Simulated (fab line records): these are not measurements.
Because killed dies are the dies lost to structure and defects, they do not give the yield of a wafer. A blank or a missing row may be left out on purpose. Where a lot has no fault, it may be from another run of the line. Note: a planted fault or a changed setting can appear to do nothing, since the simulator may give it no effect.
Matching of chambers    flow nand_harc    rie_diel-12 running NHARC_P_ZERO_WELL_DESCUM_54: 4 sister chambers
The step chemistry O2, time 3 s. 4 wafers are shown with their chamber, then 10 later ones without.

EACH WAFER AND ITS CHAMBER
wafer   chamber  drypump_motor_current_A (A)
L082.6  1        4.9
L085.3  0        4.9
L088.2  3        5.7
L088.3  2        5.4

WAFERS WITH NO CHAMBER GIVEN
wafer   drypump_motor_current_A (A)
L088.6  5.7
L094.1  5.4
L094.2  4.9
L094.5  4.9
L095.1  4.9
L095.3  5.4
L095.6  5.7
L097.3  5.5
L097.4  5.7
L097.6  5.4

WHICH CHAMBER EACH WENT THROUGH
wafer   from the rows above      in truth
L088.6  3                        3
L094.1  2                        2
L094.2  can't be placed: 0 or 1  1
L094.5  can't be placed: 0 or 1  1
L095.1  can't be placed: 0 or 1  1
L095.3  2                        2
L095.6  3                        3
L097.3  2                        2
L097.4  3                        3
L097.6  2                        2
7 of 10 placed correctly. Unplaceable from these rows: 3, with the true chamber sitting among the candidates in 3. Placed wrongly: 0.
How it was worked out, from the rows above alone: a wafer's distance from a chamber is the root of the sum, over the readings, of the square of ((its reading less the chamber's mean) divided by the reading's scatter). If the next closest chamber is less than 2 further off than the closest, the wafer can't be placed; otherwise it belongs to the closest. For every chamber, the mean is computed from those of its wafers that are shown. The scatter: with one shown wafer a chamber, the root of the mean of the squares of how far each hidden wafer lies from its nearest shown one.
